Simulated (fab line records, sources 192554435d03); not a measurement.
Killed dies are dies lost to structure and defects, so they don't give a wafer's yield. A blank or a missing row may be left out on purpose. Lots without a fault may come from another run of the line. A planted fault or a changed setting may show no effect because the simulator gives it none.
fab line records | flow n5_finfet
record lots=6 wafers=16 last_day=19
route steps=1938 shown BEOL_M9@1461 BEOL_M10@1470 PASSIVATION@1936
lots that met no fault: from a run of the same line without faults
start_h: hours from the record's first day to the start of the lot's first wafer shown | wait_h: hours since the lot's step before | " the same as in the row above | L1.1+2: a row that stands for several wafers | - no value, or no start given | * or withheld: withheld | < > ~ a bound
route shown NAME@n: a module of which the file shows steps, and the number in the route of the first | usual: mean/standard deviation of fault-free wafers | same: alike in all rows | chamber/n: place in a boat | sites: the reading at each site | _std_site: their standard deviation | _edge_site: outer sites' mean less inner sites' | radius_mm: how far each site lies from the wafer's centre | mask NAME#n: copy n | behind: the tool/chamber that last shaped the wafer | hold: why the lot was held/for how many hours/how that ended | device: the transistor (n, p or np) that didn't switch | end of line: the same wafers' tests at the end of the route | a step without rows: its recipe alone | killed: dies lost to structure and defects at the first sort, not the wafer's yield | map: a wafer's dies, x killed, . not, _ none there
set.NAME: the setting as run; set.NAME@STEP: as run at that earlier step | model.NAME: the simulator's own value behind a step, which no gauge read
lots at some steps of the route; a table a step, a row a wafer
services: from which hour (start_h, from the record's first day; less than 0 if before it) a tool's chamber was out of use, for how many hours, and why
## steps
# step N5_BEOL_M9_SPUTTER_48
# recipe material=Cu target_thk_a=120 temp_c=-20 bias_v=60 power_w=26000 chamber_pressure_pa=0.13 time_s=2
# usual chuck_gas_flow_sccm=1.26/0.05 substrate_temp_c=-19.99/0.1 throttle_valve_pct=30.2/1.3
# columns lot.wafer tool chamber start_h wait_h chuck_gas_flow_sccm substrate_temp_c throttle_valve_pct
L847.2 pvd_sputter-01 - 235.94 0.1 1.27 -20.01 31.4
L847.4 " - " " 1.20 -19.86 31.2
L847.5 " - " " 1.21 -19.79 31.2
L851.3 pvd_sputter-02 - 251.23 0.1 1.23 -19.97 30.0
L851.4 " - " " 1.31 -20.17 30.2
L851.6 " - " " 1.23 -19.74 30.0
L854.1 pvd_sputter-01 - 265.77 0.1 1.38 -19.82 32.7
L854.3 " - " " 1.36 -19.93 31.1
L854.4 " - " " 1.26 -20.03 31.1
L862.1 pvd_sputter-01 - 361.61 0.2 1.24 -19.94 31.1
L862.2 " - " " 1.12 -19.93 31.1
L862.4 " - " " 1.29 -20.01 32.5
L866.2 pvd_sputter-03 - 389.58 0.1 1.31 -20.10 29.2
L866.5 " - " " 1.27 -20.03 28.8
L864.1 pvd_sputter-03 - 404.86 2.6 1.24 -19.96 29.0
L864.6 " - " " 1.26 -20.09 28.6
# step N5_BEOL_M9_ECD_50
# recipe material=Cu target_thk_a=3180
# step N5_BEOL_M9_ANNEAL_51
# recipe temp_c=225 time_s=90 ambient=N2
# usual wafer_temp_C_max=225.77/0.23
# columns lot.wafer tool chamber start_h wait_h wafer_temp_C_max
L847.2 rtp_anneal-02 0 236.21 0.1 225.88
L847.4 " 0 " " 225.67
L847.5 " 0 " " 225.26
L851.3 rtp_anneal-01 0 251.66 0.1 225.79
L851.4 " 0 " " 225.95
L851.6 " 0 " " 225.92
L854.1 rtp_anneal-01 0 266.00 0.1 225.92
L854.3 " 0 " " 225.64
L854.4 " 0 " " 225.63
L862.1 rtp_anneal-02 0 361.84 0.1 225.91
L862.2 " 0 " " 225.83
L862.4 " 0 " " 225.83
L866.2 rtp_anneal-01 0 390.24 0.5 225.67
L866.5 " 0 " " 226.22
L864.1 rtp_anneal-01 0 405.09 0.1 225.47
L864.6 " 0 " " 225.70
# step N5_BEOL_M9_CMP_52
# recipe stop_on=SiCOH_lowk t_overpolish_s=7 down_force_psi=1 platen_rpm=50 clearing_platen_down_force_psi=1.5 clearing_platen_rpm=50 post_cmp_clean=cu_alkaline target_thk_nm=140 clearing_platen_pad_velocity_m_s=0.99484 pad_velocity_m_s=0.99484
# step N5_BEOL_M9_THK_MEAS_53
# recipe thk_meas_gauge=xrf reads=Cu_of_BEOL_M9_ECD_50
# usual M9_THK=140/3.3
# columns lot.wafer tool chamber start_h wait_h M9_THK[nm]
L847.2 film_metro-02 - 236.75 - 142
L847.4 " - " " 143
L847.5 " - " " 141
L851.3 film_metro-02 - 252.16 - 136
L851.4 " - " " 143
L851.6 " - " " 143
L854.1 film_metro-02 - 266.59 - 141
L854.3 " - " " 137
L854.4 " - " " 139
L862.1 film_metro-02 - 362.43 - 131
L862.2 " - " " 141
L862.4 " - " " 137
L866.2 film_metro-01 - 391.52 - 143
L866.5 " - " " 143
L864.1 film_metro-01 - 405.68 - 134
L864.6 " - " " 139
# step N5_BEOL_M9_PRE_CLEAN_55
# recipe gas=NH3 time_s=15 temp_c=withheld rf_power_w=300
# step N5_BEOL_M9_DEP_56
# recipe material=SiCN target_thk_a=150 temp_c=withheld precursor=3MS/NH3 pressure_torr=3 rf_w=202 time_s=26.5
# step N5_BEOL_M9_RS_MEAS_57
# recipe thk_meas_gauge=four-point-probe reads=Cu_of_BEOL_M9_ECD_50+Co_of_BEOL_M9_CVD_78+TaN_of_BEOL_M9_ALD_74
# usual M9_RS=0.151/0.0036
# columns lot.wafer tool chamber start_h wait_h M9_RS[ohm/sq]
L847.2 film_metro-02 - 236.89 0.1 0.149
L847.4 " - " " 0.149
L847.5 " - " " 0.151
L851.3 film_metro-01 - 252.29 0.1 0.155
L851.4 " - " " 0.147
L851.6 " - " " 0.148
L854.1 film_metro-01 - 266.73 0.1 0.149
L854.3 " - " " 0.154
L854.4 " - " " 0.151
L862.1 film_metro-02 - 362.56 0.1 0.161
L862.2 " - " " 0.149
L862.4 " - " " 0.153
L866.2 film_metro-01 - 391.65 0.1 0.149
L866.5 " - " " 0.148
L864.1 film_metro-01 - 405.82 0.1 0.158
L864.6 " - " " 0.153
# step N5_BEOL_M9_INSPECT_58
# recipe inspect_instrument=darkfield mode=post_dep
# usual raw_defect_count=64/20
# columns lot.wafer tool chamber start_h wait_h raw_defect_count
L847.2 defect_inspect-02 - 236.92 0.0 46
L847.4 " - " " 56
L847.5 " - " " 50
L851.3 defect_inspect-02 - 252.32 0.0 44
L851.4 " - " " 52
L851.6 " - " " 79
L854.1 defect_inspect-01 - 266.75 0.0 46
L854.3 " - " " 61
L854.4 " - " " 40
L862.1 defect_inspect-01 - 362.59 0.0 65
L862.2 " - " " 61
L862.4 " - " " 74
L866.2 defect_inspect-01 - 391.68 0.0 33
L866.5 " - " " 37
L864.1 defect_inspect-02 - 405.84 0.0 59
L864.6 " - " " 69
# step N5_BEOL_M10_ILD_DEP_00
# recipe material=SiCOH_lowk target_thk_a=3085.1 temp_c=300 precursor=DEMS/porogen pressure_torr=5 rf_w=500 time_s=58
# usual heater_power_w=317/57 showerhead_plenum_p_Torr=5.746/0.019 throttle_valve_pct=14.0/1
# columns lot.wafer tool chamber start_h wait_h heater_power_w showerhead_plenum_p_Torr throttle_valve_pct
L847.2 pecvd-03 2 236.95 0.0 199 5.740 12.1
L847.4 " 1 " " 354 5.766 14.8
L847.5 " 2 " " 207 5.727 12.3
L851.3 pecvd-04 1 252.35 0.0 268 5.724 14.6
L851.4 " 1 " " 270 5.728 14.5
L851.6 " 0 " " 353 5.725 15.4
L854.1 pecvd-03 1 266.79 0.0 351 5.772 14.7
L854.3 " 0 " " 337 5.776 15.1
L854.4 " 2 " " 206 5.733 11.9
L862.1 pecvd-04 0 362.63 0.0 410 5.733 15.4
L862.2 " 2 " " 318 5.748 13.8
L862.4 " 2 " " 330 5.744 14.0
L866.2 pecvd-01 1 391.71 0.0 299 5.735 13.2
L866.5 " 2 " " 308 5.758 12.9
L864.1 pecvd-01 1 405.88 0.0 262 5.750 13.1
L864.6 " 0 " " 326 5.746 14.1
# step N5_BEOL_M10_CURE_71
# recipe temp_c=385 time_s=240 ambient=He/Ar material=SiCOH_lowk
# usual lamp_power_pct=52.32/0.051 wafer_temp_C_max=386.8/0.58
# columns lot.wafer tool chamber start_h wait_h lamp_power_pct wafer_temp_C_max
L847.2 uv_cure-03 0 237.11 0.1 52.32 387.5
L847.4 " 0 " " 52.34 387.7
L847.5 " 0 " " 52.27 387.1
L851.3 uv_cure-01 2 252.59 0.2 52.29 386.5
L851.4 " 2 " " 52.23 386.0
L851.6 " 2 " " 52.33 386.3
L854.1 uv_cure-02 2 266.87 0.0 52.25 386.9
L854.3 " 2 " " 52.33 387.5
L854.4 " 2 " " 52.30 387.4
L862.1 uv_cure-03 2 362.71 0.0 52.40 386.6
L862.2 " 2 " " 52.28 387.8
L862.4 " 2 " " 52.23 387.8
L866.2 uv_cure-01 1 391.87 0.1 52.34 387.4
L866.5 " 1 " " 52.32 387.2
L864.1 uv_cure-01 2 405.96 0.0 52.36 386.3
L864.6 " 2 " " 52.27 386.3
# step N5_BEOL_M10_THK_MEAS_01
# recipe reads=SiCOH_lowk_of_BEOL_M10_ILD_DEP_00
# usual M10_ILD_THK=268/3.4
# columns lot.wafer tool chamber start_h wait_h M10_ILD_THK[nm]
L847.2 film_metro-01 - 237.54 0.4 261
L847.4 " - " " 267
L847.5 " - " " 268
L851.3 film_metro-01 - 252.95 0.3 267
L851.4 " - " " 268
L851.6 " - " " 273
L854.1 film_metro-01 - 267.38 0.4 267
L854.3 " - " " 267
L854.4 " - " " 269
L862.1 film_metro-01 - 363.23 0.4 264
L862.2 " - " " 265
L862.4 " - " " 272
L866.2 film_metro-01 - 392.31 0.4 261
L866.5 " - " " 263
L864.1 film_metro-02 - 406.47 0.4 268
L864.6 " - " " 273
# step N5_BEOL_M10_PECVD_70
# recipe material=SiO2 target_thk_a=200 temp_c=400 precursor=TEOS/O2 pressure_torr=5.5 rf_w=450 teos_flow_sccm=53.8 gas=O2 flow_sccm=3000 time_s=22.7
# usual heater_power_w=712/95 showerhead_plenum_p_Torr=8.81/0.075 throttle_valve_pct=22.6/1.6
# columns lot.wafer tool chamber start_h wait_h heater_power_w showerhead_plenum_p_Torr throttle_valve_pct
L847.2 pecvd-04 1 237.58 0.0 649 8.73 23.6
L847.4 " 1 " " 666 8.72 23.6
L847.5 " 2 " " 695 8.84 22.0
L851.3 pecvd-03 1 252.98 0.0 712 8.94 23.6
L851.4 " 0 " " 770 8.95 24.5
L851.6 " 1 " " 702 8.91 23.8
L854.1 pecvd-01 2 267.42 0.0 708 8.83 20.7
L854.3 " 1 " " 583 8.85 21.3
L854.4 " 1 " " 584 8.86 21.4
L862.1 pecvd-04 1 363.27 0.0 613 8.74 23.7
L862.2 " 0 " " 833 8.71 25.3
L862.4 " 0 " " 831 8.73 25.1
L866.2 pecvd-01 2 392.34 0.0 794 8.84 20.8
L866.5 " 1 " " 659 8.83 21.7
L864.1 pecvd-01 0 406.51 0.0 886 8.74 23.3
L864.6 " 1 " " 659 8.85 21.5
# step N5_BEOL_M10_HM_DEP_02
# recipe material=TiN target_thk_a=200 temp_c=25 chamber_pressure_pa=0.49996
# step N5_BEOL_M10_COAT_59
# recipe resist=SOC temp_c=250 time_s=60 spin_rpm=1500 resist_thk_nm=100
# step N5_BEOL_M10_COAT_60
# recipe resist=SiARC temp_c=220 time_s=60 spin_rpm=1500 resist_thk_nm=30
# step N5_BEOL_M10_COAT_05
# recipe resist=CAR-ArF spin_rpm=1500 resist_thk_nm=90
# step N5_BEOL_M10_EBR_07
# recipe solvent=PGMEA ebr_width_mm=1.5
# step N5_BEOL_M10_SOFTBAKE_06
# recipe temp_c=110 time_s=60 resist=CAR-ArF
# step N5_BEOL_M10_EXPOSE_08
# recipe mask_id=M10 na=1.35 source_shape=dipole sigma_inner=0.411 sigma_outer=0.611 polarization=te dose_mj=53.75
# step N5_BEOL_M10_PEB_09
# recipe peb_temp_c=withheld peb_time_s=60 resist=CAR-ArF
# step N5_BEOL_M10_DEVELOP_10
# recipe develop_time_s=30 developer=TMAH resist=CAR-ArF rinse_liquid=diw dry=air_spin dev_temp_c=23
# step N5_BEOL_M10_CD_MEAS_11
# recipe target_cd_nm=64.1 landing_energy_ev=500 detector=se_inlens polarity=opening
# usual cd_nm=64.0/0.54
# columns lot.wafer tool chamber start_h wait_h cd_nm
L847.2 cd_sem-03 0 238.77 - 64.6
L847.4 " 0 " " 63.5
L847.5 " 0 " " 64.0
L851.3 cd_sem-01 0 253.68 - 63.1
L851.4 " 0 " " 64.0
L851.6 " 0 " " 64.1
L854.1 cd_sem-01 0 269.11 - 64.7
L854.3 " 0 " " 64.3
L854.4 " 0 " " 64.8
L862.1 cd_sem-01 0 363.70 - 63.2
L862.2 " 0 " " 63.6
L862.4 " 0 " " 64.0
L866.2 cd_sem-01 0 393.19 - 63.3
L866.5 " 0 " " 63.5
L864.1 cd_sem-02 0 407.19 - 63.7
L864.6 " 0 " " 64.3
# step N5_BEOL_M10_OVL_MEAS_12
# recipe points_per_wafer=44
# usual M10_OVL=-0.2/0.73
# columns lot.wafer tool chamber start_h wait_h M10_OVL[nm]
L847.2 overlay-01 0 238.82 0.0 0.3
L847.4 " 0 " " -0.4
L847.5 " 0 " " -0.7
L851.3 overlay-02 0 253.71 0.0 -0.8
L851.4 " 0 " " 0.1
L851.6 " 0 " " -0.6
L854.1 overlay-01 0 269.14 0.0 -1.2
L854.3 " 0 " " -1.1
L854.4 " 0 " " 0.8
L862.1 overlay-02 0 363.73 0.0 -0.6
L862.2 " 0 " " 0.1
L862.4 " 0 " " -0.5
L866.2 overlay-01 0 393.23 0.0 0.8
L866.5 " 0 " " -0.5
L864.1 overlay-02 0 407.22 0.0 -0.6
L864.6 " 0 " " -0.8
# step N5_BEOL_M10_INSPECT_13
# recipe mode=adi inspect_instrument=brightfield
# usual raw_defect_count=394/86
# columns lot.wafer tool chamber start_h wait_h raw_defect_count
L847.2 defect_inspect-01 - 238.84 0.0 365
L847.4 " - " " 332
L847.5 " - " " 478
L851.3 defect_inspect-02 - 253.73 0.0 395
L851.4 " - " " 374
L851.6 " - " " 443
L854.1 defect_inspect-01 - 269.17 0.0 277
L854.3 " - " " 283
L854.4 " - " " 353
L862.1 defect_inspect-01 - 363.75 0.0 475
L862.2 " - " " 409
L862.4 " - " " 356
L866.2 defect_inspect-02 - 393.25 0.0 471
L866.5 " - " " 1921
L864.1 defect_inspect-02 - 407.25 0.0 334
L864.6 " - " " 1711
# step N5_BEOL_M10_DESCUM_16
# recipe chemistry=O2 time_s=7.9 source_power_w=50 bias_power_w=20 pressure_mtorr=20 rf_frequency_hz=2.712e+07 temp_c=40 resist=CAR-ArF o2_flow_sccm=225
# usual drypump_motor_current_A=5.7/0.42 oes_product_au=0.81/0.094 rf_vpp_V=243.6/1.4 showerhead_plenum_p_Torr=2.12/0.082 temp_c=39.99/0.11 throttle_valve_pct=20.45/0.27
# columns lot.wafer tool chamber start_h wait_h drypump_motor_current_A oes_product_au rf_hours_counter_h rf_vpp_V showerhead_plenum_p_Torr temp_c throttle_valve_pct
L847.2 rie_diel-01 2 238.87 0.0 5.6 0.86 64 243.7 2.12 40.04 20.32
L847.4 " 3 " " 5.7 0.89 31 245.2 2.22 40.08 20.71
L847.5 " 0 " " 5.2 0.78 - 242.8 2.19 39.85 20.47
L851.3 rie_diel-03 0 253.77 0.0 6.2 0.67 234 245.5 2.16 40.00 20.75
L851.4 " 2 " " 5.2 0.95 9 243.7 2.07 40.00 20.49
L851.6 " 0 " " 6.2 0.67 - 241.8 2.16 40.17 20.74
L854.1 rie_diel-03 3 269.27 0.1 5.1 0.69 224 240.8 1.98 39.92 20.78
L854.3 " 2 " " 5.2 0.93 17 242.0 2.07 40.04 20.48
L854.4 " 0 " " 6.2 0.67 - 245.2 2.16 40.07 20.74
L862.1 rie_diel-05 3 363.98 0.2 6.1 0.96 13 244.8 2.24 39.91 20.23
L862.2 " 0 " " 6.1 0.85 50 245.9 2.22 40.16 20.08
L862.4 " 1 " " 5.5 0.87 32 242.9 2.03 40.01 20.22
L866.2 rie_diel-01 0 393.28 0.0 5.2 0.72 169 243.6 2.17 40.02 20.53
L866.5 " 2 " " 5.5 0.79 - 244.5 2.11 39.87 20.38
L864.1 rie_diel-03 1 407.28 0.0 6.1 0.84 69 242.3 2.03 40.21 19.89
L864.6 " 3 " " 5.2 0.93 - 244.6 2.23 40.02 20.39
# step N5_PASSIVATION_PROBE_49
# usual defect_limited_yield=91.3/1.7 killed_at_M0_to_M3=33/9.9 killed_at_M4_up=14/6.4 killed_at_contacts=12/7 killed_at_front_end=41/13 killed_at_other=3.1/2.9 killed_dies=103/20 killed_on_rim=13/4 killed_open=67/14 killed_short=34/9.4 sort_bin_4_leakage=0.03/0.24 sort_bin_5_function=5.1/1.1 sort_bin_6_memory=3.2/0.79 sort_n_pass=1077/21 sort_yield_pct=91.2/1.7
# same gross_dies=1180 killed_at_back_side=0 sort_bin_8_speed[%]=0
# columns lot.wafer tool chamber start_h wait_h defect_limited_yield[%] killed_at_M0_to_M3 killed_at_M4_up killed_at_contacts killed_at_front_end killed_at_other killed_dies killed_on_rim killed_open killed_short sort_bin_4_leakage[%] sort_bin_5_function[%] sort_bin_6_memory[%] sort_n_pass sort_yield_pct[%]
L851.3 prober-01 - 305.09 0.1 88.6 57 2 8 65 3 135 12 81 50 0.08 7.2 4.1 1044 88.5
L851.4 prober-01 - 305.14 0.2 90.8 37 11 8 50 3 109 13 71 38 0 5.7 3.1 1071 90.8
L851.6 prober-01 - 305.24 0.3 91.8 37 8 8 38 6 97 15 63 32 0 4.8 3.2 1083 91.8
L854.1 prober-02 - 317.36 0.0 89.7 43 20 5 50 3 121 20 77 37 0 6.0 3.6 1059 89.7
L854.3 prober-02 - 317.46 0.1 91.7 23 31 8 33 3 98 12 68 29 0 4.9 3.3 1082 91.7
L866.5 prober-02 - 462.00 0.2 82.8 36 125 2 38 2 203 27 62 31 0 9.7 3.5 977 82.8
L864.1 prober-01 - 467.40 0.0 91.4 26 22 3 50 0 101 13 69 32 0 4.7 3.5 1079 91.4
L864.6 prober-01 - 467.65 0.3 80.9 40 128 5 52 0 225 33 87 28 0 10.9 4.5 955 80.9
# killed by level:class
L851.3 FIN_SAQP:geometric_particle:short=14 BEOL_M3:geometric_particle:open=14 STI_FIN_REVEAL:geometric_particle:open=13 BEOL_M0_SAQP:geometric_particle:short=12 DUMMY_GATE:geometric_particle:open=9 BEOL_M0_SAQP:geometric_particle:open=9 FIN_SAQP:geometric_particle:open=7 MOL_CONTACT_COAG:geometric_particle:open=7
L851.4 STI_FIN_REVEAL:geometric_particle:open=30 BEOL_M3:geometric_particle:open=7 MOL_CONTACT_COAG:geometric_particle:open=7 BEOL_M0_SAQP:geometric_particle:short=7 FIN_SAQP:geometric_particle:short=6 BEOL_M0_SAQP:geometric_particle:open=6 BEOL_M4:geometric_particle:short=6 BEOL_M2:geometric_particle:open=5
L851.6 FIN_SAQP:geometric_particle:short=11 BEOL_M0_SAQP:geometric_particle:open=10 BEOL_M2:geometric_particle:open=10 STI_FIN_REVEAL:geometric_particle:open=8 MOL_CONTACT_COAG:geometric_particle:open=8 FIN_SAQP:geometric_particle:open=7 BEOL_M0_SAQP:geometric_particle:short=7 BEOL_M1:geometric_particle:open=5
L854.1 FIN_SAQP:geometric_particle:open=14 BEOL_M0_SAQP:geometric_particle:short=12 BEOL_M4:geometric_particle:open=11 BEOL_M1:geometric_particle:open=10 FIN_SAQP:geometric_particle:short=7 BEOL_M2:geometric_particle:open=6 HKMG_FIN:area_etch=6 MOL_CONTACT_COAG:geometric_particle:open=5
L854.3 BEOL_M4:geometric_particle:open=21 FIN_SAQP:geometric_particle:open=7 FIN_SAQP:geometric_particle:short=6 BEOL_M0_SAQP:geometric_particle:open=6 BEOL_M2:geometric_particle:open=6 MOL_CONTACT_COAG:geometric_particle:short=5 DUMMY_GATE:geometric_particle:open=4 GATE_CUT:geometric_particle:open=4
L866.5 BEOL_M10:unspecified=108 BEOL_M0_SAQP:geometric_particle:open=11 BEOL_M0_SAQP:geometric_particle:short=10 BEOL_M4:geometric_particle:open=7 BEOL_M3:geometric_particle:open=6 STI_FIN_REVEAL:geometric_particle:open=5 BEOL_M1:geometric_particle:open=5 FIN_SAQP:geometric_particle:open=4
L864.1 BEOL_M4:geometric_particle:open=16 STI_FIN_REVEAL:geometric_particle:open=15 BEOL_M3:geometric_particle:open=10 FIN_SAQP:geometric_particle:short=6 BEOL_M1:geometric_particle:open=6 DUMMY_GATE:geometric_particle:open=5 BEOL_M0_SAQP:geometric_particle:short=5 STI_FIN_REVEAL:geometric_particle:short=4
L864.6 BEOL_M10:unspecified=110 STI_FIN_REVEAL:geometric_particle:open=30 BEOL_M0_SAQP:geometric_particle:open=11 BEOL_M3:geometric_particle:open=10 BEOL_M4:geometric_particle:open=10 BEOL_M0_SAQP:geometric_particle:short=8 STI_FIN_REVEAL:geometric_particle:short=4 BEOL_M3:geometric_particle:short=4
# map L864.6 (x killed, . not)
_________________...x........________________
______________.xx........x......_____________
___________xxxxxxxx......x...x..x..__________
__________xxxxxxxxx............x...x_________
________xxxxxxxxx..........x.........._______
_______xxxxxxxxxx........xx............______
______xxxxxxxxxxxxx...............x..x.._____
_____xxxxxxxxxxxx...........x.....x......____
____xxxxxxxxxxxxxx.....x...x..............___
___.xxxxxxxxxxxxx........xx..........xx....__
___..x.xxxxxxxxxx.....x...................x__
__....xxx..xx.x..x......x..................x_
__.xx.xx..xx.x..x.......x.....xx..........xx_
_...x......x.................................
_.......xxx.x.........x.x......x.............
_..x.....x........x..................x.......
_.x..x.x....x..........x...........x.x.......
_...........x................................
_..x.............x...............x.....x.....
_.........x..................x...............
_.x.....x..........x..x.........x....x.......
__.x....x.................x.x...........x..._
__.x.....x........x......x.................._
___.........x......x..x..........x......x..__
___.......x....x.......x.......x...........__
____...x........xx..x.....................___
_____............x..........x..x....x....____
______.....................x............_____
_______....x...x.....x...x.........x...______
________x.....x.x..x...x...x...x......_______
__________..........x.x...........x._________
___________.............x.....x..xx__________
______________.................._____________
_________________x...........________________
# map L866.5 (x killed, . not)
_________________.x.x.xx.....________________
______________x.......xx........_____________
___________xxxxx.xx......x.........__________
__________xxxxxx.....x.x..x........._________
________xxxxxxxxxx..............x....._______
_______xxxxxxxxxxx......x..............______
______xxxxxxxxxxxxxx.......x............_____
_____xxxxxxxxxxxxxx................x.x...____
____xxxxxxxxxxxxx..x........x...x.........___
___.xxxxxxxxxxxxxx..........x.........x....__
___.xxxxxxxxxxxx......x.........x..........__
__..x..xx.xxx.xx.........x................x._
__..xx.....xx..........xx.........x........._
_.......x..........x.........................
_...........x..x.................x.........x.
_...x..x.....x....x..x......x.........x......
_............................x.x....x......x.
_x..x.............x.....x..............x...x.
_........x.x.....x....x....x.................
_..x...............x.........x.....x........x
_.....x..x...................................
__.....................x....x..............._
__...................x...................x.x_
___...x...............x............x....x..__
___.....................x...x...........x..__
____....x............x...........x........___
_____...x..x...x..x......................____
______....x.....................x......._____
_______................................______
________.............x................_______
__________.........................._________
___________.............x..x.......__________
______________.......x.x...x...._____________
_________________............________________
## services
# columns tool chamber start_h hours kind
rie_diel-01 - 216.73 1.2 repair
uv_cure-02 - 228.20 2.1 pm
pecvd-04 0 231.97 6.2 repair
rie_diel-05 1 237.91 6.5 repair
rie_diel-03 0 258.93 7.9 repair
rie_diel-03 1 266.71 8.6 repair
pvd_sputter-02 - 269.38 29.2 repair
uv_cure-02 - 280.60 2.8 pm
pecvd-04 1 281.92 2.1 scheduled_down
rie_diel-03 1 289.50 8.2 repair
rie_diel-05 1 308.63 4.9 repair
rie_diel-03 2 309.62 9.7 repair
uv_cure-03 - 310.72 1.0 pm
pecvd-04 2 311.99 5.5 scheduled_down
rie_diel-05 1 329.31 1.2 repair
uv_cure-02 - 337.34 11.2 repair
pvd_sputter-03 - 355.87 6.6 repair
uv_cure-03 - 359.24 0.7 repair
pecvd-04 1 383.62 - clean
pecvd-04 1 383.62 - consumable_replace:showerhead
pecvd-04 1 383.62 29.0 scheduled_down
pecvd-04 1 383.62 29.0 vent_cycle
pecvd-01 - 393.43 1.5 repair
pvd_sputter-02 - 394.55 4.0 repair
## key
first_sign step=N5_BEOL_M10_INSPECT_13 reading=raw_defect_count direction=up sigmas=17 usual=394 struck=1816
effect step=N5_PASSIVATION_PROBE_49 reading=killed_at_M4_up direction=up sigmas=18 usual=14 struck=126
more_kills_born_at N5_BEOL_M10_PECVD_70@pecvd-01=218
met_at N5_BEOL_M10_PECVD_70
struck_wafers L864.6,L866.5
onset_between 267.42 392.34
fault kind=chamber_particle_source tool=pecvd-01 chamber=1 onset_h=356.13 steps=N5_BEOL_M10_PECVD_70 rate_per_visit_cm2=2.1961
